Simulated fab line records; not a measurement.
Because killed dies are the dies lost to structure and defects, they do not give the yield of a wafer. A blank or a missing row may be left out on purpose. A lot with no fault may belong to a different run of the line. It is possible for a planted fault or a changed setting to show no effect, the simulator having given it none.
Which tool is to blame? | flow nand-harc | 38 wafers from 13 lots sampled at 2 of the route's 1302 steps

WHAT THE GAUGES SHOWED, per wafer
NHARC_A_SIN_REMOVE_INSPECT_04.
lot  | measured     | on                | raw-defect-count
L176 | day 21 06:36 | defect-inspect-01 | 352 766 721
L173 | day 21 10:06 | defect-inspect-01 | 307 371 390
L174 | day 21 14:50 | defect-inspect-01 | 334 310 381
L175 | day 21 22:19 | defect-inspect-01 | 641 550 472
L179 | day 22 17:28 | defect-inspect-02 | 393 375 353
L180 | day 22 20:54 | defect-inspect-01 | 359 554 481
L186 | day 25 15:40 | defect-inspect-02 | 337 352
L191 | day 28 06:59 | defect-inspect-01 | 566 454 547
L190 | day 28 06:59 | defect-inspect-02 | 340 256 367
L193 | day 28 11:16 | defect-inspect-02 | 372 324 408
L192 | day 28 11:17 | defect-inspect-01 | 258 368 283
L194 | day 29 15:48 | defect-inspect-02 | 352 286 263
L195 | day 30 09:20 | defect-inspect-01 | 456 396 468

WHICH TOOL RAN EACH LOT (tool, then ch and the chambers of the sampled wafers, then the start)
lot  | NHARC_A_SLIT_ETCH_24
L176 | rie-diel-12 ch 0,1, day 20 17:44
L173 | rie-diel-06 ch 0,1,2, day 20 18:20
L174 | rie-diel-06 ch 1,2, day 20 23:49
L175 | rie-diel-12 ch 2,3, day 21 05:35
L179 | rie-diel-06 ch 0,1,2, day 22 04:36
L180 | rie-diel-12 ch 0,1, day 22 04:44
L186 | rie-diel-12 ch 1,2, day 25 02:46
L191 | rie-diel-12 ch 0,1,2, day 27 18:05
L190 | rie-diel-06 ch 1,2,3, day 27 18:14
L193 | rie-diel-06 ch 1,2,3, day 27 22:21
L192 | rie-diel-12 ch 0,1,3, day 27 22:31
L194 | rie-diel-05 ch 1,2,3, day 29 02:55
L195 | rie-diel-06 ch 0,2,3, day 29 17:30
- NHARC_A_SLIT_ETCH_24: etches the open film in CF4/CHF3, target depth 121 nm, time 60.5 s.

AS READ BY THE TOOLS THEMSELVES (means over the sampled wafers that have a number; for cases with no such wafer, the mark the record gives instead)
NHARC_A_SLIT_ETCH_24.
lot  | tool        | drypump-motor-current-A (A) | oes-product-au (a.u.) | rf-vpp-V (V) | showerhead-plenum-p-Torr (Torr) | throttle-valve-pct (%)
L176 | rie-diel-12 | 5.8                         | 0.963                 | 372.4        | 1.63                            | 16.801
L173 | rie-diel-06 | 5.4                         | 0.976                 | 370.7        | 1.55                            | 16.797
L174 | rie-diel-06 | 5.4                         | 0.969                 | 368.4        | 1.51                            | 16.795
L175 | rie-diel-12 | 6.1                         | 0.969                 | 369.5        | 1.54                            | 16.802
L179 | rie-diel-06 | 5.4                         | 0.973                 | 370.0        | 1.55                            | 16.799
L180 | rie-diel-12 | 5.9                         | 0.955                 | 372.3        | 1.64                            | 16.801
L186 | rie-diel-12 | 5.8                         | 0.934                 | 368.0        | 1.54                            | 16.806
L191 | rie-diel-12 | 5.9                         | 0.966                 | 370.5        | 1.58                            | 16.792
L190 | rie-diel-06 | 5.4                         | 0.942                 | 370.0        | 1.57                            | 16.800
L193 | rie-diel-06 | 5.4                         | 0.977                 | 370.6        | 1.57                            | 16.799
L192 | rie-diel-12 | 6.1                         | 0.975                 | 373.3        | 1.64                            | 16.804
L194 | rie-diel-05 | 6.0                         | 0.970                 | 371.3        | 1.59                            | 16.801
L195 | rie-diel-06 | 5.6                         | 0.974                 | 370.8        | 1.57                            | 16.800

THE ANSWER, worked out from the rows above alone
Rule: the lots themselves supply what counts as usual. The widest of any qualifying gaps counts: lots, ordered by their means at a reading, are off when they make up no more than a third of the lots, leave a main group of 4 or more, and stand apart from it by 3 or more times the standard deviation of that group's means. A main group whose means are all the same, to the digits that the tables above print for the reading, isn't used. A lot without any number at a reading at which 4 lots or more have one is off too. The other lots that the step has rows for count as sound. Order of review: gauges by route order, followed by the tools' own readings, for which a lot's mean as printed above is used. At the first step where some lot is off, the reading lying furthest off is the one used; lots without a number count as furthest.
No lot is off on any of the readings shown, so nothing can be concluded from this.

WHAT THE SIMULATOR HAD INSERTED
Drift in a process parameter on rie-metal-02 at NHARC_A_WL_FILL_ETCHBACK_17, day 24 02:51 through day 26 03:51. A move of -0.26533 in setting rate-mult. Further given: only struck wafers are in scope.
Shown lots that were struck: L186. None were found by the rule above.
